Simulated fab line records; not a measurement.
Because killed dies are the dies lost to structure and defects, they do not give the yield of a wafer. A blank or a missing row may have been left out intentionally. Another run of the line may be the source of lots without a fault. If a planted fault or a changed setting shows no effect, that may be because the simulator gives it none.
Split-lot experiment / flow n5-finfet / on a route of 1938 steps: 7 lots, 39 wafers read

## THE SPLIT ITSELF
At N5_GATE_CUT_ALD_22 (deposits SiNx, target thk 16 nm, pulse time 1 s, ald cycles 320), the setting ald-cycles was moved away from the recipe's 320 on 12 of the 39 wafers read, by -9.1% to +10.6%. For the rest of the wafers, this setting stayed at what the recipe calls for.

The split's own step is where the reading is taken.

## THE READING
SiNx_of_GATE_CUT_ALD_22.thk-nm (the simulator's own value, which no gauge read), in nm, at N5_GATE_CUT_ALD_22 (deposits SiNx, target thk 16 nm, pulse time 1 s, ald cycles 320). The file gives no usual value for it. Here, 27 wafers ran the recipe; their average is 16.0 nm with a standard deviation of 0.063 nm.

wafer=L074.1; tool, chamber at the split=ald-sin-03, 3,2,3; ald-cycles as run=320; against the recipe=recipe; SiNx_of_GATE_CUT_ALD_22.thk-nm, nm=16; against lot-mates on the recipe=-
wafer=L074.5; tool, chamber at the split=ald-sin-03, 3,2,3; ald-cycles as run=320; against the recipe=recipe; SiNx_of_GATE_CUT_ALD_22.thk-nm, nm=16; against lot-mates on the recipe=-
wafer=L074.6; tool, chamber at the split=ald-sin-03, 3,2,3; ald-cycles as run=320; against the recipe=recipe; SiNx_of_GATE_CUT_ALD_22.thk-nm, nm=16; against lot-mates on the recipe=-
wafer=L074.2; tool, chamber at the split=ald-sin-03, 0; ald-cycles as run=354; against the recipe=+10.6%; SiNx_of_GATE_CUT_ALD_22.thk-nm, nm=17.8; against lot-mates on the recipe=+1.8
wafer=L074.3; tool, chamber at the split=ald-sin-03, 2,1; ald-cycles as run=354; against the recipe=+10.6%; SiNx_of_GATE_CUT_ALD_22.thk-nm, nm=17.6; against lot-mates on the recipe=+1.6
wafer=L074.4; tool, chamber at the split=ald-sin-03, 2,1; ald-cycles as run=354; against the recipe=+10.6%; SiNx_of_GATE_CUT_ALD_22.thk-nm, nm=17.6; against lot-mates on the recipe=+1.6
wafer=L079.1; tool, chamber at the split=ald-sin-01, 3,0,0; ald-cycles as run=320; against the recipe=recipe; SiNx_of_GATE_CUT_ALD_22.thk-nm, nm=16; against lot-mates on the recipe=-
wafer=L079.4; tool, chamber at the split=ald-sin-01, 3,0,0; ald-cycles as run=320; against the recipe=recipe; SiNx_of_GATE_CUT_ALD_22.thk-nm, nm=16; against lot-mates on the recipe=-
wafer=L079.5; tool, chamber at the split=ald-sin-01, 3,0,0; ald-cycles as run=320; against the recipe=recipe; SiNx_of_GATE_CUT_ALD_22.thk-nm, nm=16; against lot-mates on the recipe=-
wafer=L079.2; tool, chamber at the split=ald-sin-01, 1,2,1; ald-cycles as run=296; against the recipe=-7.5%; SiNx_of_GATE_CUT_ALD_22.thk-nm, nm=14.8; against lot-mates on the recipe=-1.2
wafer=L079.3; tool, chamber at the split=ald-sin-01, 1,2,1; ald-cycles as run=296; against the recipe=-7.5%; SiNx_of_GATE_CUT_ALD_22.thk-nm, nm=14.8; against lot-mates on the recipe=-1.2
wafer=L079.6; tool, chamber at the split=ald-sin-01, 1,2,1; ald-cycles as run=296; against the recipe=-7.5%; SiNx_of_GATE_CUT_ALD_22.thk-nm, nm=14.8; against lot-mates on the recipe=-1.2
wafer=L087.1; tool, chamber at the split=ald-sin-03, 0,2; ald-cycles as run=320; against the recipe=recipe; SiNx_of_GATE_CUT_ALD_22.thk-nm, nm=16.2; against lot-mates on the recipe=-
wafer=L087.5; tool, chamber at the split=ald-sin-03, 0,2; ald-cycles as run=320; against the recipe=recipe; SiNx_of_GATE_CUT_ALD_22.thk-nm, nm=16.2; against lot-mates on the recipe=-
wafer=L087.2; tool, chamber at the split=ald-sin-03, 3,1,2,1; ald-cycles as run=320; against the recipe=recipe; SiNx_of_GATE_CUT_ALD_22.thk-nm, nm=16; against lot-mates on the recipe=-
wafer=L087.3; tool, chamber at the split=ald-sin-03, 3,1,2,1; ald-cycles as run=320; against the recipe=recipe; SiNx_of_GATE_CUT_ALD_22.thk-nm, nm=16; against lot-mates on the recipe=-
wafer=L087.4; tool, chamber at the split=ald-sin-03, 3,1,2,1; ald-cycles as run=320; against the recipe=recipe; SiNx_of_GATE_CUT_ALD_22.thk-nm, nm=16; against lot-mates on the recipe=-
wafer=L087.6; tool, chamber at the split=ald-sin-03, 3,1,2,1; ald-cycles as run=320; against the recipe=recipe; SiNx_of_GATE_CUT_ALD_22.thk-nm, nm=16; against lot-mates on the recipe=-
wafer=L090.1; tool, chamber at the split=ald-sin-02, 2,3; ald-cycles as run=291; against the recipe=-9.1%; SiNx_of_GATE_CUT_ALD_22.thk-nm, nm=14.6; against lot-mates on the recipe=-1.4
wafer=L090.6; tool, chamber at the split=ald-sin-02, 2,3; ald-cycles as run=291; against the recipe=-9.1%; SiNx_of_GATE_CUT_ALD_22.thk-nm, nm=14.6; against lot-mates on the recipe=-1.4
wafer=L090.2; tool, chamber at the split=ald-sin-02, 0,3,2; ald-cycles as run=320; against the recipe=recipe; SiNx_of_GATE_CUT_ALD_22.thk-nm, nm=16; against lot-mates on the recipe=-
wafer=L090.3; tool, chamber at the split=ald-sin-02, 0,3,2; ald-cycles as run=320; against the recipe=recipe; SiNx_of_GATE_CUT_ALD_22.thk-nm, nm=16; against lot-mates on the recipe=-
wafer=L090.5; tool, chamber at the split=ald-sin-02, 0,3,2; ald-cycles as run=320; against the recipe=recipe; SiNx_of_GATE_CUT_ALD_22.thk-nm, nm=16; against lot-mates on the recipe=-
wafer=L090.4; tool, chamber at the split=ald-sin-02, 1; ald-cycles as run=291; against the recipe=-9.1%; SiNx_of_GATE_CUT_ALD_22.thk-nm, nm=14.4; against lot-mates on the recipe=-1.6
wafer=L092.2; tool, chamber at the split=ald-sin-02, 0,3,2; ald-cycles as run=320; against the recipe=recipe; SiNx_of_GATE_CUT_ALD_22.thk-nm, nm=16; against lot-mates on the recipe=-
wafer=L092.3; tool, chamber at the split=ald-sin-02, 0,3,2; ald-cycles as run=320; against the recipe=recipe; SiNx_of_GATE_CUT_ALD_22.thk-nm, nm=16; against lot-mates on the recipe=-
wafer=L092.4; tool, chamber at the split=ald-sin-02, 0,3,2; ald-cycles as run=320; against the recipe=recipe; SiNx_of_GATE_CUT_ALD_22.thk-nm, nm=16; against lot-mates on the recipe=-
wafer=L093.1; tool, chamber at the split=ald-sin-01, 2,0,3,1,1,0; ald-cycles as run=320; against the recipe=recipe; SiNx_of_GATE_CUT_ALD_22.thk-nm, nm=16; against lot-mates on the recipe=-
wafer=L093.2; tool, chamber at the split=ald-sin-01, 2,0,3,1,1,0; ald-cycles as run=320; against the recipe=recipe; SiNx_of_GATE_CUT_ALD_22.thk-nm, nm=16; against lot-mates on the recipe=-
wafer=L093.3; tool, chamber at the split=ald-sin-01, 2,0,3,1,1,0; ald-cycles as run=320; against the recipe=recipe; SiNx_of_GATE_CUT_ALD_22.thk-nm, nm=16; against lot-mates on the recipe=-
wafer=L093.4; tool, chamber at the split=ald-sin-01, 2,0,3,1,1,0; ald-cycles as run=320; against the recipe=recipe; SiNx_of_GATE_CUT_ALD_22.thk-nm, nm=16; against lot-mates on the recipe=-
wafer=L093.5; tool, chamber at the split=ald-sin-01, 2,0,3,1,1,0; ald-cycles as run=320; against the recipe=recipe; SiNx_of_GATE_CUT_ALD_22.thk-nm, nm=16; against lot-mates on the recipe=-
wafer=L093.6; tool, chamber at the split=ald-sin-01, 2,0,3,1,1,0; ald-cycles as run=320; against the recipe=recipe; SiNx_of_GATE_CUT_ALD_22.thk-nm, nm=16; against lot-mates on the recipe=-
wafer=L076.1; tool, chamber at the split=ald-sin-02, 2,1; ald-cycles as run=320; against the recipe=recipe; SiNx_of_GATE_CUT_ALD_22.thk-nm, nm=16; against lot-mates on the recipe=-
wafer=L076.5; tool, chamber at the split=ald-sin-02, 2,1; ald-cycles as run=320; against the recipe=recipe; SiNx_of_GATE_CUT_ALD_22.thk-nm, nm=16; against lot-mates on the recipe=-
wafer=L076.2; tool, chamber at the split=ald-sin-02, 0,3,2; ald-cycles as run=295; against the recipe=-7.8%; SiNx_of_GATE_CUT_ALD_22.thk-nm, nm=14.8; against lot-mates on the recipe=-1.3
wafer=L076.4; tool, chamber at the split=ald-sin-02, 0,3,2; ald-cycles as run=295; against the recipe=-7.8%; SiNx_of_GATE_CUT_ALD_22.thk-nm, nm=14.8; against lot-mates on the recipe=-1.3
wafer=L076.6; tool, chamber at the split=ald-sin-02, 0,3,2; ald-cycles as run=295; against the recipe=-7.8%; SiNx_of_GATE_CUT_ALD_22.thk-nm, nm=14.8; against lot-mates on the recipe=-1.3
wafer=L076.3; tool, chamber at the split=ald-sin-02, 1; ald-cycles as run=320; against the recipe=recipe; SiNx_of_GATE_CUT_ALD_22.thk-nm, nm=16.2; against lot-mates on the recipe=-
When a row names more than one chamber, that row covers several wafers, and the file does not tell which wafer ran in which chamber.

THE FIT
A straight line over all 39 wafers: SiNx_of_GATE_CUT_ALD_22.thk-nm changes by +0.159 nm for each +1% of ald-cycles; r = +1.00; the points scatter about the line by 0.069 nm.
The same after taking each lot's own level away (the mean of its wafers on the recipe; 39 wafers): +0.16 nm for each +1%; r = +1.00; scatter 0.061 nm.
Per that fit: largest ald-cycles move, reading shift of 1.7 nm.
The span of the lots' own levels, 16.00 to 16.07 nm, comes to 1.1 times the standard deviation stated above.
Consequently the slope shifts little with the lot-to-lot level, the two slopes agreeing.
Check: with one of the wafers moved furthest among these (+10.6%) left out of the fit, the line predicts +1.67 nm for it against its lot-mates. Against them it came out at +1.8 nm.

## FURTHER SPLITS ON THESE WAFERS
Before the reading, these wafers also passed through other splits. Each is held against what the fit with the lots' levels taken away leaves over:
other split on the same wafers=N5_FIN_SAQP_ALD_61 ald-cycles; wafers away from the commonest value=12; r with SiNx_of_GATE_CUT_ALD_22.thk-nm (lot level and that fit taken away)=+0.04
other split on the same wafers=N5_DUMMY_GATE_CVD_03 target-thk-a; wafers away from the commonest value=12; r with SiNx_of_GATE_CUT_ALD_22.thk-nm (lot level and that fit taken away)=+0.02
other split on the same wafers=N5_DUMMY_GATE_ETCH_32 time-s; wafers away from the commonest value=9; r with SiNx_of_GATE_CUT_ALD_22.thk-nm (lot level and that fit taken away)=+0.10
other split on the same wafers=N5_SD_ACTIVATION_LSA_01 temp-c; wafers away from the commonest value=18; r with SiNx_of_GATE_CUT_ALD_22.thk-nm (lot level and that fit taken away)=+0.10

## THE FILE'S OWN FIT
SiNx_of_GATE_CUT_ALD_22.thk-nm changes by +0.16 nm for each +1% of ald-cycles, r = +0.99.
